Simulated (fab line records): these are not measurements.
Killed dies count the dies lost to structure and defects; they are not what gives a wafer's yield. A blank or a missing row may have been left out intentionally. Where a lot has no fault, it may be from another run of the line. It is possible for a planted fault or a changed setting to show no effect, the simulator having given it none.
A lot that was struck, set against a sound lot	flow nand_harc	14 steps out of a route of 1302
Sound: these wafers, L979.1, L979.4, L979.6. Struck: wafer L990.1 (left out: L990.2, L990.4 of the same lot, which were not struck); the cause appears at the end.
Each step with rows lists, per side, the tool, then ch with its chambers, then its first start. Under that, the readings that differ: sound wafers	struck wafers	difference of the means	sigmas: that difference in standard deviations of wafers without a fault.
alike: a reading whose means differ by less than 2 such deviations, as well as words and numbers matching on both sides. not compared: withheld readings; readings where some wafer has no value; bounds like >300 that might hide an equal value; numbers whose values overlap and for which the record gives no deviation.
A row with sigmas, a row that says differs or no value, or rows on one side alone: a step with any of these is where the two part. Non-overlapping numbers with no deviation appear without sigmas and do not part them. Lack of a reading on every wafer of one side parts them only where that side has two or more wafers.

first, 2 steps without rows for these wafers: NHARC_A_ONON_D1_ANNEAL_15 (time 3600 s); NHARC_A_ONON_D1_DEP_16 (target thk 1000 nm).
NHARC_A_ONON_D1_THK_MEAS_18: measures by ellipsometry.
  sound on film_metro-02, day 10 12:26; struck on film_metro-01, day 14 23:27
  alike: thk_nm
next comes 1 step that has no rows for these wafers: NHARC_A_ONON_D1_DEP_19 (target thickness 1000 nm).
NHARC_A_ONON_D1_THK_MEAS_21: measures by ellipsometry.
  sound on film_metro-02, day 10 12:59; struck on film_metro-02, day 15 00:01
  alike: thk_nm
next comes 1 step that has no rows for these wafers: NHARC_A_ONON_D1_DEP_22 (target thickness 1000 nm).
NHARC_A_ONON_D1_THK_MEAS_24: measures by ellipsometry.
  sound on film_metro-01, day 10 13:34; struck on film_metro-01, day 15 00:35
  alike: thk_nm
next comes 1 step that has no rows for these wafers: NHARC_A_ONON_D1_DEP_25 (target thickness 1000 nm).
NHARC_A_ONON_D1_THK_MEAS_27: measures by ellipsometry.
  sound on film_metro-01, day 10 14:08; struck on film_metro-01, day 15 01:10
  alike: thk_nm
next comes 1 step that has no rows for these wafers: NHARC_A_ONON_D1_DEP_28 (target thickness 1000 nm).
NHARC_A_ONON_D1_THK_MEAS_30: measures by ellipsometry.
  sound on film_metro-02, day 10 14:41; struck on film_metro-02, day 15 01:43
  alike: thk_nm
NHARC_A_ONON_D1_DEP_33: deposits SiO2, target thk 200 nm.
  sound on pecvd-04 ch 1,2, day 10 14:47; struck on pecvd-04 ch 0, day 15 01:47
reading	sound	struck	difference	sigmas
rf_fwd_power_W (W)	898.8 898.7 901.0	537.4	-362.1	-99 or more
showerhead_vpp_V (V)	2025 1980 1778	1412	-516	-6
  alike: heater_power_w, throttle_valve_pct
NHARC_A_ONON_D1_THK_MEAS_34: measures by ellipsometry.
  sound on film_metro-02, day 10 15:10; struck on film_metro-01, day 15 02:11
reading	sound	struck	difference	sigmas
thk_nm (nm)	198.5 200.1 202.8	169.7	-30.8	-10
NHARC_END_SORT_01:
  the record has rows for the sound wafers here (prober-01 ch 0, day 26 19:04) and none for the struck ones

== WHERE THEY PART ==
First at NHARC_A_ONON_D1_DEP_33; last, within this record, at NHARC_END_SORT_01.

WHY: what had been put in by the simulator
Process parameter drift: pecvd-04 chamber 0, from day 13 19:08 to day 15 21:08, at NHARC_A_ONON_D1_DEP_33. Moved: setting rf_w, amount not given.
